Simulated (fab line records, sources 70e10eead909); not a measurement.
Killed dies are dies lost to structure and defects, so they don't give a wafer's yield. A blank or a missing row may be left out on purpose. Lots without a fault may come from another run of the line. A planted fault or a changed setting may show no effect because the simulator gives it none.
A struck lot beside a sound one | flow nand_harc | 39 steps out of a route of 1159
Sound: wafers L868.3, L868.4, L868.5. Struck: wafers L883.2, L883.3, L883.4. The cause comes at the end.
At each step with rows: each side's tool, then ch and its chambers, then its first start. Under that, the readings that differ: sound wafers | struck wafers | difference of the means | sigmas: that difference in standard deviations of wafers without a fault.
alike: readings whose means differ by less than 2 such deviations, and words and numbers that are the same on both sides. not compared: withheld readings, readings that some wafer has no value for, bounds like >300 that may hide the same value, and numbers for which the record gives no deviation and whose values overlap.
The two part at a step that has a row with sigmas, a row that says differs or no value, or rows on one side only. Numbers that don't overlap but have no deviation are shown without sigmas and don't part them. A reading that every wafer of one side lacks parts them only if that side has two wafers or more.

first, 1 step without rows for these wafers: NHARC_A_ONON_D1_DEP_03 (target thk 1000 nm).
NHARC_A_ONON_D1_THK_MEAS_05: measures by ellipsometry.
  sound on film_metro-01, day 7 23:42; struck on film_metro-01, day 11 13:13
  reading     | sound       | struck         | difference | sigmas
  thk_nm (nm) | 990 989 990 | 1004 1005 1004 | +15        | +2
then, 1 step without rows for these wafers: NHARC_A_ONON_D1_DEP_06 (target thk 1000 nm).
NHARC_A_ONON_D1_THK_MEAS_08: measures by ellipsometry.
  sound on film_metro-01, day 8 00:16; struck on film_metro-01, day 11 13:47
  alike: thk_nm
then, 1 step without rows for these wafers: NHARC_A_ONON_D1_DEP_09 (target thk 1000 nm).
NHARC_A_ONON_D1_THK_MEAS_11: measures by ellipsometry.
  sound on film_metro-01, day 8 00:50; struck on film_metro-01, day 11 14:20
  alike: thk_nm
then, 1 step without rows for these wafers: NHARC_A_ONON_D1_DEP_12 (target thk 1000 nm).
NHARC_A_ONON_D1_THK_MEAS_14: measures by ellipsometry.
  sound on film_metro-02, day 8 01:24; struck on film_metro-01, day 11 14:54
  alike: thk_nm
then, 2 steps without rows for these wafers: NHARC_A_ONON_D1_ANNEAL_15 (time 3600 s); NHARC_A_ONON_D1_DEP_16 (target thk 1000 nm).
NHARC_A_ONON_D1_THK_MEAS_18: measures by ellipsometry.
  sound on film_metro-01, day 8 08:31; struck on film_metro-02, day 11 22:04
  alike: thk_nm
NHARC_A_ONON_D1_DEP_19: target thk 1000 nm.
  sound on pecvd_onon-01 ch 0, day 8 08:41; struck on pecvd_onon-02 ch 0, day 11 22:11
  alike: n2o_flow_sccm, nh3_flow_sccm
NHARC_A_ONON_D1_THK_MEAS_21: measures by ellipsometry.
  sound on film_metro-02, day 8 09:05; struck on film_metro-02, day 11 22:38
  alike: thk_nm
then, 1 step without rows for these wafers: NHARC_A_ONON_D1_DEP_22 (target thk 1000 nm).
NHARC_A_ONON_D1_THK_MEAS_24: measures by ellipsometry.
  sound on film_metro-01, day 8 09:39; struck on film_metro-02, day 11 23:12
  reading     | sound          | struck      | difference | sigmas
  thk_nm (nm) | 1009 1008 1009 | 988 989 988 | -20        | -2
then, 1 step without rows for these wafers: NHARC_A_ONON_D1_DEP_25 (target thk 1000 nm).
NHARC_A_ONON_D1_THK_MEAS_27: measures by ellipsometry.
  sound on film_metro-02, day 8 10:13; struck on film_metro-01, day 11 23:46
  reading     | sound          | struck      | difference | sigmas
  thk_nm (nm) | 1014 1014 1013 | 985 984 984 | -29        | -3
then, 1 step without rows for these wafers: NHARC_A_ONON_D1_DEP_28 (target thk 1000 nm).
NHARC_A_ONON_D1_THK_MEAS_30: measures by ellipsometry.
  sound on film_metro-01, day 8 10:47; struck on film_metro-02, day 12 00:20
  alike: thk_nm
NHARC_A_ONON_D1_DEP_33: deposits SiO2, target thk 200 nm.
  sound on pecvd-02 ch 1,2, day 8 10:50; struck on pecvd-02 ch 0,1,2, day 12 00:23
  alike: heater_power_outer_w, heater_power_w, throttle_valve_pct
NHARC_A_ONON_D1_THK_MEAS_34: measures by ellipsometry.
  sound on film_metro-02, day 8 11:16; struck on film_metro-02, day 12 00:48
  alike: thk_nm
NHARC_A_CHANNEL_HOLE_D1_DEP_00: deposits aC, target thk 3100 nm.
  sound on acl_dep-03 ch 0, day 8 17:16; struck on acl_dep-01 ch 0, day 12 01:15
  alike: throttle_valve_pct
NHARC_A_CHANNEL_HOLE_D1_DEP_01: deposits SiON, target thk 140 nm.
  sound on pecvd-02 ch 0,1,2, day 8 18:34; struck on pecvd-01 ch 1,2, day 12 02:52
  alike: heater_power_outer_w, heater_power_w
then, 10 steps without rows for these wafers: NHARC_A_CHANNEL_HOLE_D1_DEHYDRATE_02 (time 120 s); NHARC_A_CHANNEL_HOLE_D1_HMDS_03 (time 30 s); NHARC_A_CHANNEL_HOLE_D1_COAT_36 (time 75 s); NHARC_A_CHANNEL_HOLE_D1_COAT_37 (time 65 s); NHARC_A_CHANNEL_HOLE_D1_COAT_04 (resist thk 90 nm); NHARC_A_CHANNEL_HOLE_D1_SOFTBAKE_05 (time 55 s); NHARC_A_CHANNEL_HOLE_D1_EBR_06; NHARC_A_CHANNEL_HOLE_D1_EXPOSE_07 (exposes mask HOLE D1, target cd 100 nm); NHARC_A_CHANNEL_HOLE_D1_PEB_08 (peb time 65 s); NHARC_A_CHANNEL_HOLE_D1_DEVELOP_09 (develop time 35 s).
NHARC_A_CHANNEL_HOLE_D1_CD_MEAS_10: target cd 100 nm.
  sound on cd_sem-03 ch 0, day 8 19:16; struck on cd_sem-03 ch 0, day 12 03:35
  alike: cd_nm
NHARC_A_CHANNEL_HOLE_D1_OVL_MEAS_11:
  sound on overlay-01, day 8 19:21; struck on overlay-02, day 12 03:40
  alike: overlay_x_nm, overlay_y_nm
then, 1 step without rows for these wafers: NHARC_A_CHANNEL_HOLE_D1_DESCUM_15 (chemistry O2, time 3 s).
NHARC_A_CHANNEL_HOLE_D1_ETCH_38: etches the open film in CF4, target depth 39 nm, time 65 s.
  sound on rie_diel-06 ch 0,1,2, day 8 19:33; struck on rie_diel-06 ch 0,1,2, day 12 03:51
  alike: chamber_pressure_mTorr, drypump_motor_current_A, oes_product_au, rf_vpp_V, showerhead_plenum_p_Torr, throttle_valve_pct
  not compared: rf_hours_counter_h
NHARC_A_CHANNEL_HOLE_D1_ETCH_39: etches the open film in N2/H2, target depth 260 nm, time 325 s.
  sound on rie_diel-06 ch 0,3; struck on rie_diel-06 ch 0,1,2
  alike: chamber_pressure_mTorr, drypump_motor_current_A, oes_product_au, rf_vpp_V, showerhead_plenum_p_Torr, throttle_valve_pct
  not compared: rf_hours_counter_h
-- the record jumps here: 10 days lie between the struck wafers' starts before and after (it left off in module A_CHANNEL_HOLE_D1 and takes up again in module END, whose first step shown is number 1159 of the route) --
NHARC_END_SORT_01:
  sound on prober-01 ch 0, day 20 12:22; struck on prober-01 ch 0, day 22 13:53
  reading         | sound    | struck   | difference | sigmas
  killed_at_array | 18 16 22 | 64 58 65 | +44        | +5
  killed_dies     | 20 19 27 | 70 63 68 | +45        | +5
  alike: killed_at_other, killed_at_periphery, killed_open, killed_short

WHERE THEY PART
First at NHARC_A_ONON_D1_THK_MEAS_05; last, within this record, at NHARC_END_SORT_01.

WHY: what the simulator had put in
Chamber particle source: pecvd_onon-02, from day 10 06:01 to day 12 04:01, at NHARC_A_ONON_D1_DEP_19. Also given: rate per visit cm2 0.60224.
